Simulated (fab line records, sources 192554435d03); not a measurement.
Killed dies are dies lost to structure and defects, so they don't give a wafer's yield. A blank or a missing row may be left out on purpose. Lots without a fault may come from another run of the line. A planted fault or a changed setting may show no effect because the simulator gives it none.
One fault seen from 3 desks | flow n5_finfet | each desk has only its own numbers; what lay behind them comes last

THE DEFECT DESK
What the inspections along the route counted, lot by lot: means of the sampled wafers that have a number. A lot is out of limits, marked OUT, if its mean lies more than 4 standard deviations from the usual mean; the brackets give that distance.
Columns: A = raw_defect_count at N5_BEOL_M0_SAQP_INSPECT_16, usual 464; B = raw_defect_count at N5_BEOL_M0_SAQP_INSPECT_42, usual 276; C = raw_defect_count at N5_BEOL_M0_CUTY_INSPECT_59, usual 2.1
lot  | first seen here | A   | B   | C
L815 | day 6 00:51     | 441 | 325 | 1.0
L816 | day 6 09:21     | 485 | 360 | 1.7
L821 | day 7 07:33     | 623 | 346 | 0.7
L822 | day 7 17:00     | 432 | 274 | 2.7
L824 | day 10 18:37    | 660 | 436 | 79.0 (+55) OUT
L827 | day 10 18:38    | 382 | 258 | 2.3
L833 | day 10 18:53    | 432 | 260 | 1.7
L831 | day 10 19:28    | 333 | 239 | 2.7
This desk's finding: out of limits on L824; first on L824, day 11 02:20 (raw_defect_count at N5_BEOL_M0_CUTY_INSPECT_59). In limits: L815, L816, L821, L822, L827, L833, L831.

THE METROLOGY DESK
What the gauges read, lot by lot, whatever tool the lot ran on: means of the sampled wafers that have a number. A lot is out of limits, marked OUT, if its mean lies more than 4 standard deviations from the usual mean; the brackets give that distance. Of its 10 readings 7 are shown: those that lie furthest out on some lot.
Columns: A = DIBL_N at N5_BEOL_M4_RC_MEAS_101, usual 36.3 mV/V; B = IOFF_N at N5_BEOL_M4_RC_MEAS_101, usual 0.16 nA/um; C = ION_N at N5_BEOL_M4_RC_MEAS_101, usual 675 uA/um; D = ION_P at N5_BEOL_M4_RC_MEAS_101, usual 464 uA/um; E = SS_P at N5_BEOL_M4_RC_MEAS_101, usual 73.3 mV/dec; F = VT_N at N5_BEOL_M4_RC_MEAS_101, usual 250 mV; G = VT_P at N5_BEOL_M4_RC_MEAS_101, usual -250 mV
lot  | first seen here | A    | B    | C   | D   | E    | F   | G
L815 | day 8 06:11     | 35.3 | 0.14 | 658 | 450 | 72.8 | 253 | -255
L816 | day 8 15:01     | 36.0 | 0.17 | 687 | 470 | 74.3 | 247 | -250
L821 | day 9 10:14     | 35.0 | 0.12 | 668 | 463 | 72.3 | 255 | -250
L822 | day 9 16:55     | 33.8 | 0.14 | 656 | 449 | 72.9 | 253 | -253
L827 | day 12 21:15    | 37.1 | 0.16 | 681 | 465 | 73.1 | 250 | -249
L833 | day 13 01:41    | 36.0 | 0.16 | 686 | 462 | 73.2 | 247 | -254
L824 | day 13 07:37    | 38.1 | 0.18 | 680 | 464 | 73.6 | 249 | -249
L831 | day 13 19:43    | 39.3 | 0.20 | 697 | 471 | 74.0 | 246 | -247
This desk's finding: nothing out of limits on any of the 8 lots.

THE TOOL OWNER'S DESK: pecvd-04
The tool's own readings at N5_BEOL_M0_SAQP_HM_DEP_111 (deposits SiO2 from SiH4/N2O, target thk 12 nm, time 7.2 s): means of the sampled wafers that have a number, for each lot that ran on this tool. A lot is out of limits, marked OUT, if its mean lies more than 4 standard deviations from the usual mean; the brackets give that distance.
Columns: A = heater_power_w at N5_BEOL_M0_SAQP_HM_DEP_111, usual 754 W; B = showerhead_plenum_p_Torr at N5_BEOL_M0_SAQP_HM_DEP_111, usual 8.18 Torr
lot  | first seen here | A   | B
L815 | day 6 00:21     | 691 | 8.20
L821 | day 7 07:11     | 725 | 8.28
L824 | day 10 17:48    | 771 | 8.28
This desk's finding: nothing out of limits on any of the 3 lots.

PUT TOGETHER
The defect desk could have raised an alarm at day 11 02:20, on L824.
The metrology desk saw nothing out of limits.
The tool owner's desk saw nothing out of limits.
The metrology desk has L824 on record, within its limits.
The tool owner's desk has L824 on record, within its limits.
Of the lots named, all ran N5_BEOL_M0_SAQP_HM_DEP_111 on pecvd-04.

WHAT THE SIMULATOR HAD PUT IN
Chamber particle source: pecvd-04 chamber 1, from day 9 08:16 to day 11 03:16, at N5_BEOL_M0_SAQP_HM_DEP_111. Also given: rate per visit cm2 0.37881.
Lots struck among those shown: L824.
Hours from the fault's start to each desk's first reading out of limits: the defect desk, 42.
